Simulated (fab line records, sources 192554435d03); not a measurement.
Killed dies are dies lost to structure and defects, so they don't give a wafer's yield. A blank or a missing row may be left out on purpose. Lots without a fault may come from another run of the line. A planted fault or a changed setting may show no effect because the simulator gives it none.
fab line records | flow n5_finfet
record lots=4 wafers=12 last_day=17
route steps=1938 shown BEOL_M4@1099 BEOL_M5@1112 BEOL_M11@1590 PASSIVATION@1936
lots that met no fault: from a run of the same line without faults
start_h: hours from the record's first day to the start of the lot's first wafer shown | wait_h: hours since the lot's step before | " the same as in the row above | L1.1+2: a row that stands for several wafers | - no value, or no start given | * or withheld: withheld | < > ~ a bound
route shown NAME@n: a module of which the file shows steps, and the number in the route of the first | usual: mean/standard deviation of fault-free wafers | same: alike in all rows | chamber/n: place in a boat | sites: the reading at each site | _std_site: their standard deviation | _edge_site: outer sites' mean less inner sites' | radius_mm: how far each site lies from the wafer's centre | mask NAME#n: copy n | behind: the tool/chamber that last shaped the wafer | hold: why the lot was held/for how many hours/how that ended | device: the transistor (n, p or np) that didn't switch | end of line: the same wafers' tests at the end of the route | a step without rows: its recipe alone | killed: dies lost to structure and defects at the first sort, not the wafer's yield | map: a wafer's dies, x killed, . not, _ none there
set.NAME: the setting as run; set.NAME@STEP: as run at that earlier step | model.NAME: the simulator's own value behind a step, which no gauge read
lots at some steps of the route; a table a step, a row a wafer
services: from which hour (start_h, from the record's first day; less than 0 if before it) a tool's chamber was out of use, for how many hours, and why
## steps
# step N5_BEOL_M4_ANNEAL_95
# recipe temp_c=400 time_s=240 ambient=vacuum
# step N5_BEOL_M4_SPUTTER_96
# recipe material=Cu target_thk_a=45 temp_c=-20 chamber_pressure_pa=0.07 power_w=withheld time_s=8.29
# step N5_BEOL_M4_ECD_50
# recipe material=Cu target_thk_a=3000
# step N5_BEOL_M4_ANNEAL_51
# recipe temp_c=225 time_s=90 ambient=N2
# step N5_BEOL_M4_CMP_52
# recipe stop_on=SiOC t_overpolish_s=6.8 down_force_psi=1 platen_rpm=50 clearing_platen_down_force_psi=1.5 clearing_platen_rpm=50 post_cmp_clean=cu_alkaline target_thk_nm=40 clearing_platen_pad_velocity_m_s=0.99484 pad_velocity_m_s=0.99484
# step N5_BEOL_M4_PRE_CLEAN_60
# recipe gas=NH3/H2 time_s=15 temp_c=* rf_power_w=300
# step N5_BEOL_M4_CO_CAP_55
# recipe material=Co target_thk_a=20 temp_c=200 precursor=CCTBA/H2 pressure_torr=30 time_s=102.1
# step N5_BEOL_M4_PRE_CLEAN_56
# recipe gas=NH3 time_s=15 temp_c=withheld rf_power_w=300
# step N5_BEOL_M4_DEP_57
# recipe material=SiCN target_thk_a=80 temp_c=withheld precursor=3MS/NH3 pressure_torr=3 rf_w=202 time_s=14
# step N5_BEOL_M4_RC_MEAS_101
# usual DIBL_N=36.9/1.7 DIBL_P=36.7/2.1 IOFF_N=0.17/0.032 IOFF_P=0.22/0.036 ION_N=674/12 ION_P=461/7 SS_N=71.7/0.6 SS_P=73.4/0.67 VT_N=249/3.1 VT_P=-250/3.2
# columns lot.wafer tool chamber start_h wait_h DIBL_N[mV/V] DIBL_P[mV/V] IOFF_N[nA/um] IOFF_P[nA/um] ION_N[uA/um] ION_P[uA/um] SS_N[mV/dec] SS_P[mV/dec] VT_N[mV] VT_P[mV]
L634.3 prober-01 0 241.18 0.3 35.9 36.4 0.16 0.22 668 464 71.4 73.7 249 -249
L634.5 " 0 " " 34.6 35.9 0.14 0.20 665 463 71.1 72.9 250 -249
L634.6 " 0 " " 38.3 38.8 0.20 0.25 690 473 72.5 73.7 246 -247
L635.3 prober-02 0 249.97 0.3 36.7 36.2 0.15 0.17 676 454 71.7 72.7 249 -254
L635.4 " 0 " " 37.2 37.6 0.16 0.19 674 452 72.1 74.0 248 -253
L635.5 " 0 " " 37.8 38.5 0.19 0.21 682 456 71.6 73.5 246 -252
L639.2 prober-02 0 271.08 0.2 35.3 34.8 0.14 0.19 665 458 70.8 73.2 250 -250
L639.5 " 0 " " 36.7 36.5 0.16 0.22 675 468 71.8 73.4 249 -251
L639.6 " 0 " " 36.5 36.3 0.16 0.21 666 462 71.2 73.2 251 -251
L643.1 prober-02 0 293.04 0.0 33.9 32.4 0.11 0.16 653 450 71.3 72.7 255 -253
L643.3 " 0 " " 34.6 33.8 0.13 0.19 654 453 72.4 73.2 253 -251
L643.6 " 0 " " 34.1 33.3 0.13 0.17 659 451 70.8 72.8 255 -250
# step N5_BEOL_M5_ILD_DEP_00
# recipe material=SiCOH_lowk target_thk_a=1406.4 temp_c=300 precursor=DEMS/porogen pressure_torr=5 rf_w=500 time_s=25.9
# step N5_BEOL_M5_CURE_79
# recipe temp_c=385 time_s=240 ambient=He/Ar material=SiCOH_lowk
# step N5_BEOL_M5_PECVD_70
# recipe material=SiO2 target_thk_a=160 temp_c=400 precursor=TEOS/O2 pressure_torr=5.5 rf_w=450 teos_flow_sccm=53.8 gas=O2 flow_sccm=3000 time_s=18
# step N5_BEOL_M5_HM_DEP_02
# recipe material=TiN target_thk_a=200 temp_c=25 chamber_pressure_pa=0.49996
# step N5_BEOL_M5_COAT_59
# recipe resist=SOC temp_c=250 time_s=60 spin_rpm=1500 resist_thk_nm=60
# step N5_BEOL_M5_COAT_60
# recipe resist=SiARC temp_c=220 time_s=60 spin_rpm=1500 resist_thk_nm=12
# step N5_BEOL_M5_COAT_71
# recipe resist=underlayer temp_c=205 time_s=60 spin_rpm=1500 resist_thk_nm=5
# step N5_BEOL_M5_COAT_05
# recipe resist=CAR-EUV spin_rpm=1500 resist_thk_nm=30
# step N5_BEOL_M5_EBR_07
# recipe solvent=PGMEA ebr_width_mm=1.5
# step N5_BEOL_M5_SOFTBAKE_06
# recipe temp_c=110 time_s=60 resist=CAR-EUV
# step N5_BEOL_M5_EXPOSE_08
# recipe mask_id=M5 na=0.33 source_shape=annular sigma_inner=0.4 sigma_outer=0.8 polarization=unpolarized target_cd_nm=28 dose_mj=35.75
# step N5_BEOL_M5_PEB_09
# recipe peb_temp_c=100 peb_time_s=60 resist=CAR-EUV
# step N5_BEOL_M5_DEVELOP_10
# recipe develop_time_s=30 developer=TMAH resist=CAR-EUV rinse_liquid=surfactant_rinse dry=air_spin dev_temp_c=23
# step N5_BEOL_M5_DESCUM_16
# recipe chemistry=O2 time_s=7 source_power_w=50 bias_power_w=20 pressure_mtorr=20 rf_frequency_hz=2.712e+07 temp_c=40 resist=CAR-EUV o2_flow_sccm=225
# step N5_BEOL_M5_ETCH_72
# recipe chemistry=N2/H2 target=underlayer target_depth_a=65 mask_material=CAR-EUV time_s=5.2 ion_energy_ev=200 pressure_mtorr=30 source_w=840 bias_w=150 n2_flow_sccm=200 h2_flow_sccm=200 ends=cleared
# step N5_BEOL_M5_ETCH_61
# recipe chemistry=CF4 target=SiARC target_depth_a=156 mask_material=CAR-EUV time_s=26 ion_energy_ev=80 pressure_mtorr=40 source_w=545 bias_w=36 Ar_flow_sccm=100 cf4_flow_sccm=100 ends=cleared
# step N5_BEOL_M5_ETCH_62
# recipe chemistry=N2/H2 target=SOC target_depth_a=750 overetch_a=150 mask_material=SiARC temp_c=40 time_s=112.5 ion_energy_ev=200 pressure_mtorr=30 source_w=840 bias_w=150 n2_flow_sccm=200 h2_flow_sccm=200
# step N5_BEOL_M5_STRIP_63
# recipe chemistry=N2/H2 temp_c=40 n2_flow_sccm=200 h2_flow_sccm=200 rf_frequency_hz=6e+07
# step N5_BEOL_M5_STRIP_73
# recipe chemistry=N2/H2 temp_c=40 n2_flow_sccm=200 h2_flow_sccm=200 rf_frequency_hz=6e+07
# step N5_BEOL_M5_STRIP_64
# recipe chemistry=CF4 resist=SiARC power_w=300 bias_power_w=75 pressure_mtorr=50 cf4_flow_sccm=150 rf_frequency_hz=6e+07
# step N5_BEOL_M5_HM_OPEN_17
# recipe chemistry=Cl2/BCl3 target_depth_a=200 overetch_a=60 target=TiN mask_material=SOC ion_energy_ev=150 pressure_mtorr=10 icp_w=1000 bias_w=126 Cl2_flow_sccm=53.25 bcl3_flow_sccm=21.75 Ar_flow_sccm=25
# step N5_BEOL_M5_STRIP_19
# recipe chemistry=O2 power_w=400 temp_c=40 pressure_mtorr=30 rf_frequency_hz=6e+07 bias_power_w=0 overash_fraction=0.2 o2_flow_sccm=225
# step N5_BEOL_M5_COAT_65
# recipe resist=SOC temp_c=250 time_s=60 spin_rpm=1500 resist_thk_nm=60
# step N5_BEOL_M5_COAT_66
# recipe resist=SiARC temp_c=220 time_s=60 spin_rpm=1500 resist_thk_nm=12
# step N5_BEOL_M11_ALD_74
# recipe material=TaN target_thk_a=20 temp_c=275 ald_precursor_family=PDMAT ald_co_reactant=NH3 pressure_torr=3 carrier_flow_sccm=1500 pulse_time_s=2 purge_time_s=3 co_reactant_purge_time_s=2 co_reactant_pulse_time_s=3 ald_cycles=40 precursor_vessel_temp_c=75 precursor_vessel_pressure_torr=26.25 precursor_vessel_carrier_sccm=1000
# usual ald_cycles=40/0 chamber_pressure_Torr=3.000/0.0068 co_reactant_pulse_time_s=3/0 heater_power_w=428/39 mfc_carrier_sccm=1499/4.2 precursor_vessel_carrier_sccm=1000/3 precursor_vessel_pressure_torr=26.25/0.054 susceptor_temp_C=275.00/0.19
# columns lot.wafer tool chamber start_h wait_h ald_cycles chamber_pressure_Torr co_reactant_pulse_time_s heater_power_w mfc_carrier_sccm precursor_vessel_carrier_sccm precursor_vessel_pressure_torr susceptor_temp_C
L635.3 ald_metal-04 1 312.45 0.0 - - - - - - - -
L635.4 " 3 " " - - - - - - - -
L635.5 " 0 " " - - - - - - - -
L634.3 ald_metal-01 3 312.54 0.1 - - - - - - - -
L634.5 " 2 " " - - - - - - - -
L634.6 " 3 " " - - - - - - - -
L639.2 ald_metal-04 1 330.43 0.0 40 2.989 3 377 1500 1004 26.28 274.92
L639.5 " 1 " " 40 2.995 3 397 1493 999 26.33 274.99
L639.6 " 0 " " 40 3.010 3 439 1503 1005 26.30 274.99
L643.1 ald_metal-04 3 358.02 0.0 40 2.999 3 391 1500 1001 26.19 274.89
L643.3 " 1 " " 40 3.008 3 348 1497 995 26.25 275.13
L643.6 " 3 " " 40 2.998 3 393 1512 999 26.19 275.19
# step N5_PASSIVATION_PROBE_49
# usual defect_limited_yield=91.7/1.5 killed_at_M0_to_M3=32/9.6 killed_at_M4_up=13/5.3 killed_at_contacts=12/6.8 killed_at_front_end=36/9.8 killed_at_other=4/3.1 killed_dies=98/17 killed_on_rim=13/4 killed_open=65/13 killed_short=32/8.5 sort_bin_4_leakage=0.00/0.007 sort_bin_5_function=4.9/0.93 sort_bin_6_memory=3.2/0.67 sort_n_pass=1082/17 sort_yield_pct=91.7/1.4
# same gross_dies=1180 killed_at_back_side=0 sort_bin_8_speed[%]=0
# columns lot.wafer tool chamber start_h wait_h defect_limited_yield[%] killed_at_M0_to_M3 killed_at_M4_up killed_at_contacts killed_at_front_end killed_at_other killed_dies killed_on_rim killed_open killed_short sort_bin_4_leakage[%] sort_bin_5_function[%] sort_bin_6_memory[%] sort_n_pass sort_yield_pct[%]
L635.3 prober-02 - 351.48 0.1 0 45 1086 4 42 3 1180 152 69 42 90.51 6.0 2.9 0 0
L635.4 prober-02 - 351.53 0.2 0 39 1105 5 29 2 1180 152 65 24 92.12 5.1 2.6 0 0
L635.5 prober-02 - 351.58 0.2 0 43 1084 6 39 8 1180 152 75 41 90.00 5.7 3.8 0 0
L634.3 prober-02 - 361.40 1.3 0 35 1099 14 23 9 1180 152 63 30 92.03 4.9 2.8 0 0
L634.5 prober-02 - 361.50 1.4 0 22 1103 10 43 2 1180 152 59 24 92.88 4.2 2.5 0 0
L634.6 prober-02 - 361.55 1.5 0 14 1129 11 25 1 1180 152 37 18 95.34 3.1 1.4 0 0
# killed by level:class
L635.3 BEOL_M11:area_ald=1068 BEOL_M0_SAQP:geometric_particle:open=15 BEOL_M0_SAQP:geometric_particle:short=13 STI_FIN_REVEAL:geometric_particle:open=12 FIN_SAQP:geometric_particle:short=10 FIN_SAQP:geometric_particle:open=6 BEOL_M1:geometric_particle:open=6 BEOL_M4:geometric_particle:open=6
L635.4 BEOL_M11:area_ald=1087 BEOL_M0_SAQP:geometric_particle:open=12 FIN_SAQP:geometric_particle:open=11 BEOL_M4:geometric_particle:open=10 FIN_SAQP:geometric_particle:short=9 BEOL_M0_SAQP:geometric_particle:short=6 BEOL_M3:geometric_particle:open=6 MOL_CONTACT_COAG:geometric_particle:open=5
L635.5 BEOL_M11:area_ald=1061 STI_FIN_REVEAL:geometric_particle:open=15 BEOL_M0_SAQP:geometric_particle:short=10 BEOL_M4:geometric_particle:open=8 BEOL_M2:geometric_particle:open=6 BEOL_M0_SAQP:geometric_particle:open=6 BEOL_M1:geometric_particle:open=6 BEOL_M3:geometric_particle:open=6
L634.3 BEOL_M11:area_ald=1085 MOL_CONTACT_COAG:geometric_particle:open=12 BEOL_M2:geometric_particle:open=11 BEOL_M1:geometric_particle:open=6 BEOL_M4:geometric_particle:open=5 STI_FIN_REVEAL:geometric_particle:open=4 BEOL_M0_SAQP:geometric_particle:open=4 BEOL_M2:geometric_particle:short=4
L634.5 BEOL_M11:area_ald=1095 STI_FIN_REVEAL:geometric_particle:open=17 BEOL_M1:geometric_particle:open=7 MOL_CONTACT_COAG:geometric_particle:open=6 BEOL_M2:geometric_particle:open=6 FIN_SAQP:geometric_particle:short=4 MOL_CONTACT_COAG:geometric_particle:short=4 STARTING-WAFER:geometric_particle:open=4
L634.6 BEOL_M11:area_ald=1124 STI_FIN_REVEAL:geometric_particle:open=8 MOL_CONTACT_COAG:geometric_particle:open=6 FIN_SAQP:geometric_particle:short=5 FIN_SAQP:geometric_particle:open=5 MOL_CONTACT_COAG:geometric_particle:short=5 BEOL_M0:geometric_particle:open=4 BEOL_M2:geometric_particle:open=3
# map L634.3 (x killed, . not)
_________________xxxxxxxxxxxx________________
______________xxxxxxxxxxxxxxxxxx_____________
___________xxxxxxxxxxxxxxxxxxxxxxxx__________
__________xxxxxxxxxxxxxxxxxxxxxxxxxx_________
________xxxxxxxxxxxxxxxxxxxxxxxxxxxxxx_______
_______xxxxxxxxxxxxxxxxxxxxxxxxxxxxxxxx______
______xxxxxxxxxxxxxxxxxxxxxxxxxxxxxxxxxx_____
_____xxxxxxxxxxxxxxxxxxxxxxxxxxxxxxxxxxxx____
____xxxxxxxxxxxxxxxxxxxxxxxxxxxxxxxxxxxxxx___
___xxxxxxxxxxxxxxxxxxxxxxxxxxxxxxxxxxxxxxxx__
___xxxxxxxxxxxxxxxxxxxxxxxxxxxxxxxxxxxxxxxx__
__xxxxxxxxxxxxxxxxxxxxxxxxxxxxxxxxxxxxxxxxxx_
__xxxxxxxxxxxxxxxxxxxxxxxxxxxxxxxxxxxxxxxxxx_
_xxxxxxxxxxxxxxxxxxxxxxxxxxxxxxxxxxxxxxxxxxxx
_xxxxxxxxxxxxxxxxxxxxxxxxxxxxxxxxxxxxxxxxxxxx
_xxxxxxxxxxxxxxxxxxxxxxxxxxxxxxxxxxxxxxxxxxxx
_xxxxxxxxxxxxxxxxxxxxxxxxxxxxxxxxxxxxxxxxxxxx
_xxxxxxxxxxxxxxxxxxxxxxxxxxxxxxxxxxxxxxxxxxxx
_xxxxxxxxxxxxxxxxxxxxxxxxxxxxxxxxxxxxxxxxxxxx
_xxxxxxxxxxxxxxxxxxxxxxxxxxxxxxxxxxxxxxxxxxxx
_xxxxxxxxxxxxxxxxxxxxxxxxxxxxxxxxxxxxxxxxxxxx
__xxxxxxxxxxxxxxxxxxxxxxxxxxxxxxxxxxxxxxxxxx_
__xxxxxxxxxxxxxxxxxxxxxxxxxxxxxxxxxxxxxxxxxx_
___xxxxxxxxxxxxxxxxxxxxxxxxxxxxxxxxxxxxxxxx__
___xxxxxxxxxxxxxxxxxxxxxxxxxxxxxxxxxxxxxxxx__
____xxxxxxxxxxxxxxxxxxxxxxxxxxxxxxxxxxxxxx___
_____xxxxxxxxxxxxxxxxxxxxxxxxxxxxxxxxxxxx____
______xxxxxxxxxxxxxxxxxxxxxxxxxxxxxxxxxx_____
_______xxxxxxxxxxxxxxxxxxxxxxxxxxxxxxxx______
________xxxxxxxxxxxxxxxxxxxxxxxxxxxxxx_______
__________xxxxxxxxxxxxxxxxxxxxxxxxxx_________
___________xxxxxxxxxxxxxxxxxxxxxxxx__________
______________xxxxxxxxxxxxxxxxxx_____________
_________________xxxxxxxxxxxx________________
# map L635.3 (x killed, . not)
_________________xxxxxxxxxxxx________________
______________xxxxxxxxxxxxxxxxxx_____________
___________xxxxxxxxxxxxxxxxxxxxxxxx__________
__________xxxxxxxxxxxxxxxxxxxxxxxxxx_________
________xxxxxxxxxxxxxxxxxxxxxxxxxxxxxx_______
_______xxxxxxxxxxxxxxxxxxxxxxxxxxxxxxxx______
______xxxxxxxxxxxxxxxxxxxxxxxxxxxxxxxxxx_____
_____xxxxxxxxxxxxxxxxxxxxxxxxxxxxxxxxxxxx____
____xxxxxxxxxxxxxxxxxxxxxxxxxxxxxxxxxxxxxx___
___xxxxxxxxxxxxxxxxxxxxxxxxxxxxxxxxxxxxxxxx__
___xxxxxxxxxxxxxxxxxxxxxxxxxxxxxxxxxxxxxxxx__
__xxxxxxxxxxxxxxxxxxxxxxxxxxxxxxxxxxxxxxxxxx_
__xxxxxxxxxxxxxxxxxxxxxxxxxxxxxxxxxxxxxxxxxx_
_xxxxxxxxxxxxxxxxxxxxxxxxxxxxxxxxxxxxxxxxxxxx
_xxxxxxxxxxxxxxxxxxxxxxxxxxxxxxxxxxxxxxxxxxxx
_xxxxxxxxxxxxxxxxxxxxxxxxxxxxxxxxxxxxxxxxxxxx
_xxxxxxxxxxxxxxxxxxxxxxxxxxxxxxxxxxxxxxxxxxxx
_xxxxxxxxxxxxxxxxxxxxxxxxxxxxxxxxxxxxxxxxxxxx
_xxxxxxxxxxxxxxxxxxxxxxxxxxxxxxxxxxxxxxxxxxxx
_xxxxxxxxxxxxxxxxxxxxxxxxxxxxxxxxxxxxxxxxxxxx
_xxxxxxxxxxxxxxxxxxxxxxxxxxxxxxxxxxxxxxxxxxxx
__xxxxxxxxxxxxxxxxxxxxxxxxxxxxxxxxxxxxxxxxxx_
__xxxxxxxxxxxxxxxxxxxxxxxxxxxxxxxxxxxxxxxxxx_
___xxxxxxxxxxxxxxxxxxxxxxxxxxxxxxxxxxxxxxxx__
___xxxxxxxxxxxxxxxxxxxxxxxxxxxxxxxxxxxxxxxx__
____xxxxxxxxxxxxxxxxxxxxxxxxxxxxxxxxxxxxxx___
_____xxxxxxxxxxxxxxxxxxxxxxxxxxxxxxxxxxxx____
______xxxxxxxxxxxxxxxxxxxxxxxxxxxxxxxxxx_____
_______xxxxxxxxxxxxxxxxxxxxxxxxxxxxxxxx______
________xxxxxxxxxxxxxxxxxxxxxxxxxxxxxx_______
__________xxxxxxxxxxxxxxxxxxxxxxxxxx_________
___________xxxxxxxxxxxxxxxxxxxxxxxx__________
______________xxxxxxxxxxxxxxxxxx_____________
_________________xxxxxxxxxxxx________________
## services
# columns tool chamber start_h hours kind
ald_metal-04 - 337.25 14.0 pm
ald_metal-04 0 337.25 14.0 vent_cycle
ald_metal-04 1 337.25 14.0 vent_cycle
ald_metal-04 2 337.25 14.0 vent_cycle
ald_metal-04 3 337.25 14.0 vent_cycle
ald_metal-04 0 351.25 - clean
ald_metal-04 1 351.25 - clean
ald_metal-04 2 351.25 - clean
ald_metal-04 3 351.25 - clean
## key
first_sign step=N5_BEOL_M11_ALD_74 reading=tool_record direction=missing
effect step=N5_PASSIVATION_PROBE_49 reading=sort_bin_4_leakage direction=up sigmas=99+ usual=0.00 struck=92.15
more_kills_born_at N5_BEOL_M11_ALD_74@ald_metal-01=3307 N5_BEOL_M11_ALD_74@ald_metal-04=3217
met_at N5_BEOL_M11_ALD_74
struck_wafers L634.3,L634.5,L634.6,L635.3,L635.4,L635.5
later_rows_left_out L634.3,L634.5,L634.6,L635.3,L635.4,L635.5
fault kind=skipped_step_whole tool=ald_metal-01,ald_metal-04 chamber=- onset_h=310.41 steps=N5_BEOL_M11_ALD_74 scope=struck_lots_only
# later_rows_left_out: the simulator's readings of these wafers behind a module that went badly wrong aren't trusted and aren't shown, but for the sort
